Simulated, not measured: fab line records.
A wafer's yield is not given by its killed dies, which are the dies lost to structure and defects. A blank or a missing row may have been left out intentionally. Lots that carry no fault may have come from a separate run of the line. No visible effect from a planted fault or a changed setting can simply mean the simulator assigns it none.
Matching of chambers	flow n5_finfet	3 sister chambers for N5_BEOL_M15_DEP_53 on pecvd-03
The step deposits SiCN from 3MS/NH3, target thk 50 nm, time 17.8 s. 3 wafers are shown with their chamber, then 7 later ones without.

## WAFERS WITH THEIR CHAMBER
wafer	chamber	throttle_valve_pct (%)
L091.3	2	16.5
L093.1	0	19.1
L093.2	1	17.7

## WAFERS WITHOUT THEIR CHAMBER
wafer	throttle_valve_pct (%)
L093.4	16.6
L095.2	19.3
L095.4	17.9
L095.6	16.6
L094.2	19.5
L094.5	19.2
L094.6	16.4

## WHICH CHAMBER EACH ONE RAN IN
wafer	from the rows above	in truth
L093.4	2	2
L095.2	0	0
L095.4	1	1
L095.6	2	2
L094.2	0	0
L094.5	0	0
L094.6	2	2
7 of 7 placed correctly. From these rows, 0 cannot be placed. Wrongly placed: 0.
How it was worked out, from the rows above alone: a wafer's distance from a chamber is the root of the sum, over the readings, of the square of ((its reading less the chamber's mean) divided by the reading's scatter). The wafer belongs to the nearest chamber; if the next one is less than 2 further off, it can't be placed. For every chamber, the mean is computed from those of its wafers that are shown. The scatter: with one shown wafer a chamber, the root of the mean of the squares of how far each hidden wafer lies from its nearest shown one.
